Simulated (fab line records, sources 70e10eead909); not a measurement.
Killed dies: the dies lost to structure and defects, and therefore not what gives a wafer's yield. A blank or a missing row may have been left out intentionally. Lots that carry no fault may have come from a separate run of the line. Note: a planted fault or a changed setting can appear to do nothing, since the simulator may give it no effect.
Chamber matching    flow nand_harc    rie_diel-05 running NHARC_A_CONTACT_ETCH_91: 4 sister chambers
The step etches the open film in CH3F/O2, target depth 40 nm, time 85.7 s. 22 wafers are shown with their chamber, then 11 later ones without.

== EACH WAFER AND ITS CHAMBER ==
wafer   chamber  showerhead_plenum_p_Torr (Torr)  drypump_motor_current_A (A)  rf_vpp_V (V)
L075.2  3        2.63                             5.41                         246.2
L075.3  1        2.41                             5.43                         244.0
L075.4  0        2.33                             5.61                         241.1
L074.1  2        2.58                             5.73                         245.3
L074.5  0        2.33                             5.61                         243.7
L074.6  1        2.41                             5.46                         243.0
L076.1  3        2.63                             5.41                         247.8
L076.2  2        2.58                             5.75                         247.5
L076.4  0        2.33                             5.62                         242.3
L078.3  3        2.63                             5.38                         246.4
L078.5  1        2.41                             5.46                         244.1
L078.6  2        2.57                             5.71                         244.7
L082.3  2        2.57                             5.75                         247.2
L082.4  1        2.41                             5.43                         242.0
L082.6  3        2.63                             5.38                         247.8
L081.2  2        2.57                             5.74                         246.9
L081.3  0        2.32                             5.64                         242.3
L081.5  3        2.63                             5.39                         245.8
L084.1  3        2.62                             5.39                         245.9
L084.4  0        2.32                             5.58                         241.3
L084.5  1        2.41                             5.40                         243.2
L085.2  3        2.62                             5.37                         245.7

SIGNATURES (averages over the wafers above)
reading                   chamber 0  chamber 1  chamber 2  chamber 3  scatter within a chamber
showerhead_plenum_p_Torr  2.3260     2.4100     2.5740     2.6271     0.00461
drypump_motor_current_A   5.6120     5.4360     5.7360     5.3900     0.0196
rf_vpp_V                  242.140    243.260    246.320    246.514    1.01
Rule: a wafer's distance from a chamber is the root of the sum, over the readings, of the square of ((its reading less the chamber's mean) divided by the reading's scatter). The wafer belongs to the nearest chamber; if the next one is less than 2 further off, it can't be placed. The scatter: the root of (the sum of the squares of (reading less its chamber's mean) over the shown wafers, divided by (wafers less chambers)).

== WAFERS WITHOUT THEIR CHAMBER ==
wafer   showerhead_plenum_p_Torr (Torr)  drypump_motor_current_A (A)  rf_vpp_V (V)
L085.3  2.32                             5.59                         241.2
L085.6  2.40                             5.43                         245.0
L088.1  2.32                             5.62                         242.4
L088.4  2.40                             5.43                         244.3
L088.5  2.57                             5.75                         246.9
L090.1  2.40                             5.45                         244.0
L090.3  2.31                             5.64                         240.7
L090.5  2.56                             5.72                         245.5
L097.2  2.40                             5.43                         244.3
L097.3  2.31                             5.62                         242.9
L097.5  2.56                             5.73                         245.7

== THE CHAMBER EACH PASSED THROUGH ==
wafer   from the rows above  in truth
L085.3  0                    0
L085.6  1                    1
L088.1  0                    0
L088.4  1                    1
L088.5  2                    2
L090.1  1                    1
L090.3  0                    0
L090.5  2                    2
L097.2  1                    1
L097.3  0                    0
L097.5  2                    2
Correct placement for 11 of the 11. Can't be placed from these rows: 0. Placed wrongly: 0.
